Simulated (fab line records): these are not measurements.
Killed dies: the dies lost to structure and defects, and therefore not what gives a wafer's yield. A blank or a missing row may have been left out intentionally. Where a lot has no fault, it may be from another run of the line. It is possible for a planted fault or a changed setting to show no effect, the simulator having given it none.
Problem report, 8D (eight disciplines) form, completed by code    flow nand_harc    the parts of the form that need people (team, actions taken, sign-off) are left out

1. WHAT IS WRONG
NHARC_P_ZERO_WELL_ETCH_65, run_length_s: mean 95.0 s over 1 wafer from 1 lot; wafers with no fault: 109.4 s, standard deviation 0.47. That is -31 standard deviations from the usual mean.
The step: etches the open film in N2/H2, target depth 80 nm, overetch 24 nm, time 87.88 s.
First observed at day 7 17:55: wafer L718.1, on rie_diel-13. The record holds 30 wafers of 10 lots with a number at this step. Rule for "out", or "out of limits": more than 4 standard deviations from the usual mean. The rest of the wafers with a number are treated as sound.

2. WHAT THIS IS AND IS NOT
question                     is                is not
which readings at this step  run_length_s      chamber_pressure_mTorr, drypump_motor_current_A, rf_vpp_V, showerhead_plenum_p_Torr, throttle_valve_pct
which lots                   L718              L704, L708, L714, L721, L722, L723, L725, L726, L727
which wafers of those lots   L718.1            L718.4, L718.5
read on which tools          rie_diel-13       rie_diel-02, rie_diel-09
when                         from day 7 17:55  up to then (11 sound wafers); but 18 sound wafers of L721, L722, L723, L725, L726, L727 came after

3. SUSPECTS, AND WHAT RULES EACH OUT
Counting: any tool at a process step up to the reading remains a suspect provided it ran every lot that is out. Sound lots after the first of them don't rule it out here, since some wafers of a struck lot are sound.
- rie_diel-13 at NHARC_P_ZERO_WELL_ETCH_65 (etches the open film in N2/H2, target depth 80 nm, overetch 24 nm, time 87.88 s): kept. It processed L718, the lot that is out, at day 7 17:55, and its most recent sound lot before then was L714 at day 6 01:31. Its own readings are out on those wafers: run_length_s.
- rie_diel-13, NHARC_P_ZERO_WELL_ETCH_65: wafers that are out in chamber 3, sound lot-mates in chambers 1, 2.
Remaining after the count: rie_diel-13 at NHARC_P_ZERO_WELL_ETCH_65.

4. THE CAUSE (what the simulator had put in)
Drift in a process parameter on rie_diel-13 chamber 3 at NHARC_P_ZERO_WELL_ETCH_65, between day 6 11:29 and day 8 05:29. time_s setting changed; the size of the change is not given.
After counting, this tool was the only one left.

5. SEQUENCE OF EFFECTS, ordered by route
Rows list readings where the struck wafers' mean (over those with a number) sits beyond 3 standard deviations from the usual. Only readings for which the record gives a usual standard deviation are gone through. hours: the time from each lot's start at the first step in this table that gives one to its start at this step, as a median over the lots. sigmas: the change in usual standard deviations.
hours  step                       reading       usual    on struck wafers  change  sigmas
0      NHARC_P_ZERO_WELL_ETCH_65  run_length_s  109.4 s  95.0              -14.4   -31
Here are the process steps it includes:
- NHARC_P_ZERO_WELL_ETCH_65: etches the open film in N2/H2, target depth 80 nm, overetch 24 nm, time 87.88 s.
Later measuring or inspecting steps at which every struck wafer that the step has a row for has a number for every such reading, and none has moved that far: NHARC_END_SORT_01.

6. HOW IT WOULD HAVE BEEN CAUGHT EARLIER
In this record no reading fell out of limits until day 7 17:55, 30 hours after the fault had begun at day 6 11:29.
